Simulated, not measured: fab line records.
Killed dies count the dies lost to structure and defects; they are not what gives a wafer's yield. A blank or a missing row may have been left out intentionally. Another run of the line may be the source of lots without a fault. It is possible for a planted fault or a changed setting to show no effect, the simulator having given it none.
The tool behind it: which one? + flow nand_harc + Sampling: 24 lots, 72 wafers, 5 of 1159 route steps

== WHAT THE GAUGES SHOWED, per wafer ==
NHARC_A_M1_INSPECT_27. Usual: raw_defect_count reads 449 (standard deviation 120).
| lot  | measured     | on                | raw_defect_count | flag |
|------|--------------|-------------------|------------------|------|
| L076 | day 18 04:58 | defect_inspect-01 | 741 500 738      |      |
| L074 | day 18 07:10 | defect_inspect-02 | 354 312 547      |      |
| L075 | day 18 08:29 | defect_inspect-01 | 505 423 370      |      |
| L077 | day 18 11:47 | defect_inspect-02 | 395 234 395      |      |
| L078 | day 18 12:17 | defect_inspect-02 | 378 327 310      |      |
| L080 | day 19 01:26 | defect_inspect-01 | 598 548 727      |      |
| L079 | day 19 04:43 | defect_inspect-02 | 549 587 404      |      |
| L081 | day 19 05:18 | defect_inspect-01 | 430 578 519      |      |
| L082 | day 20 01:17 | defect_inspect-01 | 383 345 491      |      |
| L083 | day 20 01:41 | defect_inspect-01 | 507 494 542      |      |
| L084 | day 20 03:39 | defect_inspect-02 | 358 321 570      |      |
| L087 | day 20 14:40 | defect_inspect-01 | 501 453 426      |      |
| L088 | day 21 03:38 | defect_inspect-01 | 683 592 450      |      |
| L086 | day 21 05:56 | defect_inspect-02 | 306 335 320      |      |
| L089 | day 21 07:44 | defect_inspect-02 | 397 361 613      |      |
| L085 | day 21 08:47 | defect_inspect-02 | 317 324 310      |      |
| L092 | day 21 21:43 | defect_inspect-01 | 333 636 494      |      |
| L091 | day 22 06:19 | defect_inspect-01 | 405 730 511      |      |
| L090 | day 22 14:16 | defect_inspect-02 | 645 394 323      |      |
| L093 | day 22 15:07 | defect_inspect-01 | 435 568 567      |      |
| L097 | day 23 03:17 | defect_inspect-02 | 393 387 450      |      |
| L095 | day 23 03:37 | defect_inspect-02 | 401 365 380      |      |
| L096 | day 23 15:58 | defect_inspect-02 | 362 541 385      |      |
| L094 | day 23 19:17 | defect_inspect-01 | 388 669 493      |      |

NHARC_HYBRID_BOND_INSPECT_06: inspects for defects (ir void). Usual: raw_defect_count reads 33 (standard deviation 16).
| lot  | measured     | on                | raw_defect_count | flag |
|------|--------------|-------------------|------------------|------|
| L076 | day 18 20:47 | defect_inspect-02 | 21 29 25         |      |
| L074 | day 18 20:48 | defect_inspect-02 | 29 36 46         |      |
| L075 | day 18 20:50 | defect_inspect-02 | 37 29 29         |      |
| L077 | day 19 02:44 | defect_inspect-02 | 8 12 15          |      |
| L078 | day 19 02:44 | defect_inspect-01 | 48 50 50         |      |
| L080 | day 19 16:28 | defect_inspect-02 | 15 21 18         |      |
| L079 | day 19 16:29 | defect_inspect-01 | 15 13 10         |      |
| L081 | day 19 23:46 | defect_inspect-02 | 46 38 43         |      |
| L082 | day 20 15:48 | defect_inspect-02 | 17 18 12         |      |
| L083 | day 21 00:33 | defect_inspect-02 | 47 34 39         |      |
| L084 | day 21 00:34 | defect_inspect-01 | 43 36 28         |      |
| L087 | day 21 07:35 | defect_inspect-01 | 61 58 46         |      |
| L088 | day 21 19:22 | defect_inspect-02 | 31 36 35         |      |
| L086 | day 21 19:22 | defect_inspect-01 | 31 39 27         |      |
| L089 | day 21 19:24 | defect_inspect-01 | 32 26 24         |      |
| L085 | day 22 01:26 | defect_inspect-02 | 14 10 16         |      |
| L092 | day 22 12:56 | defect_inspect-01 | 40 53 59         |      |
| L091 | day 23 02:01 | defect_inspect-02 | 14 12 9          |      |
| L090 | day 23 02:02 | defect_inspect-01 | 72 53 56         |      |
| L093 | day 23 06:53 | defect_inspect-02 | 39 29 27         |      |
| L097 | day 23 18:05 | defect_inspect-01 | 36 40 28         |      |
| L095 | day 23 18:05 | defect_inspect-02 | 49 55 51         |      |
| L096 | day 24 06:20 | defect_inspect-01 | 20 25 19         |      |
| L094 | day 24 06:20 | defect_inspect-02 | 59 75 51         |      |

NHARC_THIN_TSV_THK_MEAS_02: measures by ir. Usual: thk_nm reads 2994 nm (standard deviation 180).
| lot  | measured     | on            | thk_nm (nm)    | flag |
|------|--------------|---------------|----------------|------|
| L076 | day 18 22:25 | film_metro-01 | 2882 3118 2730 |      |
| L074 | day 19 00:50 | film_metro-02 | 2762 3021 2855 |      |
| L075 | day 19 03:13 | film_metro-02 | 3196 3100 3401 |      |
| L077 | day 19 04:25 | film_metro-01 | 3027 2895 3127 |      |
| L078 | day 19 06:03 | film_metro-01 | 2648 2813 2902 |      |
| L080 | day 19 18:08 | film_metro-01 | 2894 2773 2938 |      |
| L079 | day 19 19:20 | film_metro-02 | 2674 2839 3011 |      |
| L081 | day 20 01:23 | film_metro-02 | 2978 2901 2711 |      |
| L082 | day 20 17:28 | film_metro-01 | 3002 2861 2904 |      |
| L083 | day 21 02:13 | film_metro-01 | 2776 2781 2915 |      |
| L084 | day 21 03:26 | film_metro-02 | 3377 3104 3029 |      |
| L087 | day 21 09:13 | film_metro-01 | 3298 3214 3262 |      |
| L088 | day 21 21:01 | film_metro-02 | 3006 2866 2939 |      |
| L086 | day 21 22:13 | film_metro-01 | 3247 3051 2905 |      |
| L089 | day 21 23:25 | film_metro-01 | 3176 2991 3312 |      |
| L085 | day 22 03:05 | film_metro-01 | 2957 3276 2935 |      |
| L092 | day 22 14:34 | film_metro-01 | 3072 2915 2892 |      |
| L091 | day 23 04:53 | film_metro-02 | 2907 2733 2837 |      |
| L090 | day 23 03:40 | film_metro-01 | 2792 2962 2887 |      |
| L093 | day 23 08:32 | film_metro-01 | 2976 2879 2980 |      |
| L097 | day 23 19:44 | film_metro-01 | 3119 3227 3178 |      |
| L095 | day 23 20:56 | film_metro-01 | 3059 3290 3179 |      |
| L096 | day 24 09:10 | film_metro-02 | 3128 3180 3060 |      |
| L094 | day 24 07:58 | film_metro-01 | 2786 2496 2840 |      |

== EACH LOT AND THE TOOL THAT RAN IT (in order: tool; ch and the chambers of the sampled wafers; start) ==
| lot  | NHARC_A_BONDPAD_ETCH_12                       | NHARC_A_BONDPAD_PRE_CLEAN_26            |
|------|-----------------------------------------------|-----------------------------------------|
| L076 | rie_diel-03 ch 0,3, day 18 20:47 or earlier   | pvd_sputter-02, day 18 20:47 or earlier |
| L074 | rie_diel-03 ch 0,2,3, day 18 20:48 or earlier | pvd_sputter-02, day 18 20:48 or earlier |
| L075 | rie_diel-03 ch 1,2,3, day 18 20:50 or earlier | pvd_sputter-02, day 18 20:50 or earlier |
| L077 | rie_diel-05 ch 0,1,3, day 19 02:44 or earlier | pvd_sputter-01, day 19 02:44 or earlier |
| L078 | rie_diel-05 ch 0,2, day 19 02:44 or earlier   | pvd_sputter-02, day 19 02:44 or earlier |
| L080 | rie_diel-03 ch 0,2,3, day 19 16:28 or earlier | pvd_sputter-01, day 19 16:28 or earlier |
| L079 | rie_diel-03 ch 1,2,3, day 19 16:29 or earlier | pvd_sputter-01, day 19 16:29 or earlier |
| L081 | rie_diel-03 ch 0,1,3, day 19 23:46 or earlier | pvd_sputter-02, day 19 23:46 or earlier |
| L082 | rie_diel-03 ch 1,2,3, day 20 15:48 or earlier | pvd_sputter-01, day 20 15:48 or earlier |
| L083 | rie_diel-05 ch 1,2,3, day 21 00:33 or earlier | pvd_sputter-02, day 21 00:33 or earlier |
| L084 | rie_diel-03 ch 1,3, day 21 00:34 or earlier   | pvd_sputter-02, day 21 00:34 or earlier |
| L087 | rie_diel-05 ch 0,1, day 21 07:35 or earlier   | pvd_sputter-03, day 21 07:35 or earlier |
| L088 | rie_diel-03 ch 0,1,2, day 21 19:22 or earlier | pvd_sputter-03, day 21 19:22 or earlier |
| L086 | rie_diel-03 ch 0,1,2, day 21 19:22 or earlier | pvd_sputter-01, day 21 19:22 or earlier |
| L089 | rie_diel-03 ch 0,1,3, day 21 19:24 or earlier | pvd_sputter-03, day 21 19:24 or earlier |
| L085 | rie_diel-03 ch 0,1,2, day 22 01:26 or earlier | pvd_sputter-01, day 22 01:26 or earlier |
| L092 | rie_diel-03 ch 0,1,3, day 22 12:56 or earlier | pvd_sputter-03, day 22 12:56 or earlier |
| L091 | rie_diel-02 ch 0,2, day 23 02:01 or earlier   | pvd_sputter-02, day 23 02:01 or earlier |
| L090 | rie_diel-03 ch 0,2,3, day 23 02:02 or earlier | pvd_sputter-03, day 23 02:02 or earlier |
| L093 | rie_diel-03 ch 0,1,2, day 23 06:53 or earlier | pvd_sputter-03, day 23 06:53 or earlier |
| L097 | rie_diel-03 ch 1,2,3, day 23 18:05 or earlier | pvd_sputter-03, day 23 18:05 or earlier |
| L095 | rie_diel-03 ch 1,2,3, day 23 18:05 or earlier | pvd_sputter-02, day 23 18:05 or earlier |
| L096 | rie_diel-05 ch 0,3, day 24 06:20 or earlier   | pvd_sputter-01, day 24 06:20 or earlier |
| L094 | rie_diel-03 ch 0,1,2, day 24 06:20 or earlier | pvd_sputter-03, day 24 06:20 or earlier |
- NHARC_A_BONDPAD_ETCH_12: etches the open film in CHF3/O2, target depth 220 nm, time 110 s.
- NHARC_A_BONDPAD_PRE_CLEAN_26: time 30 s.

== AS READ BY THE TOOLS THEMSELVES (means over the sampled wafers that have a number; for cases with no such wafer, the mark the record gives instead) ==
NHARC_A_BONDPAD_ETCH_12. Usual: chf3_flow_sccm 49.99 sccm, standard deviation 0.15; drypump_motor_current_A 5.5 A, standard deviation 0.42; oes_product_au 0.957 a.u., standard deviation 0.026; rf_fwd_power_W 497.2 W, standard deviation 1.7; rf_vpp_V 370.2 V, standard deviation 2.3; showerhead_plenum_p_Torr 2.38 Torr, standard deviation 0.096; throttle_valve_pct 20.572 %, standard deviation 0.0094.
| lot  | tool        | chf3_flow_sccm (sccm) | drypump_motor_current_A (A) | oes_product_au (a.u.) | rf_fwd_power_W (W) | rf_vpp_V (V) | showerhead_plenum_p_Torr (Torr) | throttle_valve_pct (%) | flag |
|------|-------------|-----------------------|-----------------------------|-----------------------|--------------------|--------------|---------------------------------|------------------------|------|
| L076 | rie_diel-03 | 49.97                 | 5.1                         | 0.979                 | 496.1              | 369.6        | 2.38                            | 20.575                 |      |
| L074 | rie_diel-03 | 49.99                 | 5.4                         | 0.984                 | 496.9              | 369.7        | 2.36                            | 20.567                 |      |
| L075 | rie_diel-03 | 50.14                 | 5.6                         | 0.978                 | 499.2              | 370.8        | 2.41                            | 20.568                 |      |
| L077 | rie_diel-05 | 49.99                 | 5.6                         | 0.917                 | 497.5              | 369.5        | 2.33                            | 20.563                 |      |
| L078 | rie_diel-05 | 49.88                 | 6.4                         | 0.922                 | 495.9              | 367.3        | 2.27                            | 20.573                 |      |
| L080 | rie_diel-03 | 49.99                 | 5.4                         | 0.964                 | 495.5              | 370.8        | 2.36                            | 20.569                 |      |
| L079 | rie_diel-03 | 49.90                 | 5.7                         | 0.965                 | 498.2              | 370.2        | 2.41                            | 20.571                 |      |
| L081 | rie_diel-03 | 49.91                 | 5.4                         | 0.979                 | 496.7              | 371.1        | 2.43                            | 20.569                 |      |
| L082 | rie_diel-03 | 49.92                 | 5.6                         | 0.967                 | 497.4              | 371.1        | 2.41                            | 20.569                 |      |
| L083 | rie_diel-05 | 49.89                 | 5.9                         | 0.917                 | 498.3              | 370.4        | 2.34                            | 20.564                 |      |
| L084 | rie_diel-03 | 50.17                 | 5.6                         | 0.972                 | 498.2              | 372.7        | 2.48                            | 20.570                 |      |
| L087 | rie_diel-05 | 50.11                 | 5.6                         | 0.928                 | 498.8              | 366.8        | 2.24                            | 20.571                 |      |
| L088 | rie_diel-03 | 50.11                 | 5.4                         | 0.966                 | 497.1              | 370.0        | 2.37                            | 20.568                 |      |
| L086 | rie_diel-03 | 49.86                 | 5.4                         | 0.976                 | 497.8              | 369.3        | 2.37                            | 20.577                 |      |
| L089 | rie_diel-03 | 49.85                 | 5.4                         | 0.929                 | 497.3              | 371.9        | 2.43                            | 20.569                 |      |
| L085 | rie_diel-03 | 50.09                 | 5.4                         | 0.980                 | 497.4              | 368.7        | 2.37                            | 20.580                 |      |
| L092 | rie_diel-03 | 50.04                 | 5.5                         | 0.960                 | 497.2              | 371.4        | 2.43                            | 20.576                 |      |
| L091 | rie_diel-02 | 50.05                 | 5.7                         | 0.977                 | 496.2              | 372.7        | 2.52                            | 20.577                 |      |
| L090 | rie_diel-03 | 49.89                 | 5.3                         | 0.925                 | 497.8              | 369.7        | 2.36                            | 20.582                 |      |
| L093 | rie_diel-03 | 50.00                 | 5.4                         | 0.974                 | 497.4              | 369.7        | 2.37                            | 20.563                 |      |
| L097 | rie_diel-03 | 50.11                 | 5.6                         | 0.928                 | 497.5              | 370.9        | 2.41                            | 20.578                 |      |
| L095 | rie_diel-03 | 49.84                 | 5.6                         | 0.967                 | 498.5              | 371.1        | 2.41                            | 20.568                 |      |
| L096 | rie_diel-05 | 49.79                 | 5.8                         | 0.964                 | 496.3              | 369.7        | 2.40                            | 20.571                 |      |
| L094 | rie_diel-03 | 50.11                 | 5.4                         | 0.923                 | 495.7              | 370.1        | 2.37                            | 20.570                 |      |

NHARC_A_BONDPAD_PRE_CLEAN_26. Usual: heater_power_w reads 382 W (standard deviation 32).
| lot  | tool           | heater_power_w (W) | flag |
|------|----------------|--------------------|------|
| L076 | pvd_sputter-02 | 382                |      |
| L074 | pvd_sputter-02 | 355                |      |
| L075 | pvd_sputter-02 | 396                |      |
| L077 | pvd_sputter-01 | 411                |      |
| L078 | pvd_sputter-02 | 382                |      |
| L080 | pvd_sputter-01 | 422                |      |
| L079 | pvd_sputter-01 | 414                |      |
| L081 | pvd_sputter-02 | 357                |      |
| L082 | pvd_sputter-01 | 418                |      |
| L083 | pvd_sputter-02 | 392                |      |
| L084 | pvd_sputter-02 | 376                |      |
| L087 | pvd_sputter-03 | 381                |      |
| L088 | pvd_sputter-03 | 362                |      |
| L086 | pvd_sputter-01 | 409                |      |
| L089 | pvd_sputter-03 | 361                |      |
| L085 | pvd_sputter-01 | 396                |      |
| L092 | pvd_sputter-03 | 380                |      |
| L091 | pvd_sputter-02 | 355                |      |
| L090 | pvd_sputter-03 | 365                |      |
| L093 | pvd_sputter-03 | 341                |      |
| L097 | pvd_sputter-03 | 379                |      |
| L095 | pvd_sputter-02 | 354                |      |
| L096 | pvd_sputter-01 | 423                |      |
| L094 | pvd_sputter-03 | 348                |      |

== THE ANSWER, worked out from the rows above alone ==
Rule: a lot counts as off when the mean over its wafers that have a number is more than 3 standard deviations away from the usual mean. Also off: a lot with no number at a reading for which 4 or more lots have one. The other lots that the step has rows for count as sound. After the gauges, taken in route order, come the tools' own readings; for these a lot's mean is taken, as printed above. At the first step where some lot is off, the reading lying furthest off is the one used; lots without a number count as furthest.
Across all readings shown, no lot is off: no conclusion can be drawn from this.

== WHAT THE SIMULATOR PUT IN ==
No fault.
